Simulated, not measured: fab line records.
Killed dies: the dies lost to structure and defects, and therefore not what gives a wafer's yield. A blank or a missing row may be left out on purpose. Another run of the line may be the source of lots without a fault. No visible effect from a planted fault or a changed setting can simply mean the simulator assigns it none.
Matching of chambers / flow n5 finfet / N5_FIN_SAQP_ETCH_52 on rie diel-06 has 4 sister chambers
The step etches SOC in N2/H2, target depth 100 nm, overetch 20 nm, time 150 s. 4 wafers are shown with their chamber, then 9 later ones without.

## WAFERS, EACH WITH ITS CHAMBER
wafer=L081.1; chamber=2; throttle valve pct (%)=17.58
wafer=L081.5; chamber=1; throttle valve pct (%)=17.67
wafer=L086.3; chamber=0; throttle valve pct (%)=17.61
wafer=L086.5; chamber=3; throttle valve pct (%)=18.00

## WAFERS MISSING THEIR CHAMBER
wafer=L087.1; throttle valve pct (%)=17.61
wafer=L087.2; throttle valve pct (%)=18.01
wafer=L087.3; throttle valve pct (%)=17.70
wafer=L095.1; throttle valve pct (%)=18.04
wafer=L095.3; throttle valve pct (%)=17.64
wafer=L095.6; throttle valve pct (%)=17.72
wafer=L097.1; throttle valve pct (%)=17.67
wafer=L097.3; throttle valve pct (%)=17.73
wafer=L097.6; throttle valve pct (%)=18.06

## WHICH CHAMBER EACH WENT THROUGH
wafer=L087.1; from the rows above=can't be placed: 0 or 2 or 1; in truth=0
wafer=L087.2; from the rows above=3; in truth=3
wafer=L087.3; from the rows above=can't be placed: 1 or 0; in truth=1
wafer=L095.1; from the rows above=3; in truth=3
wafer=L095.3; from the rows above=can't be placed: 0 or 1 or 2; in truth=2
wafer=L095.6; from the rows above=can't be placed: 1 or 0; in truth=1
wafer=L097.1; from the rows above=can't be placed: 1 or 0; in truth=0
wafer=L097.3; from the rows above=can't be placed: 1 or 0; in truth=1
wafer=L097.6; from the rows above=3; in truth=3
Placed correctly: 3 of 9. From these rows, 6 cannot be placed; in 6 the true chamber is one of the candidates. Number placed wrongly: 0.
How it was worked out, from the rows above alone: a wafer's distance from a chamber is the root of the sum, over the readings, of the square of ((its reading less the chamber's mean) divided by the reading's scatter). If the next closest chamber is less than 2 further off than the closest, the wafer can't be placed; otherwise it belongs to the closest. Each chamber's mean is taken over the wafers shown for it. The scatter: with one shown wafer a chamber, the root of the mean of the squares of how far each hidden wafer lies from its nearest shown one.
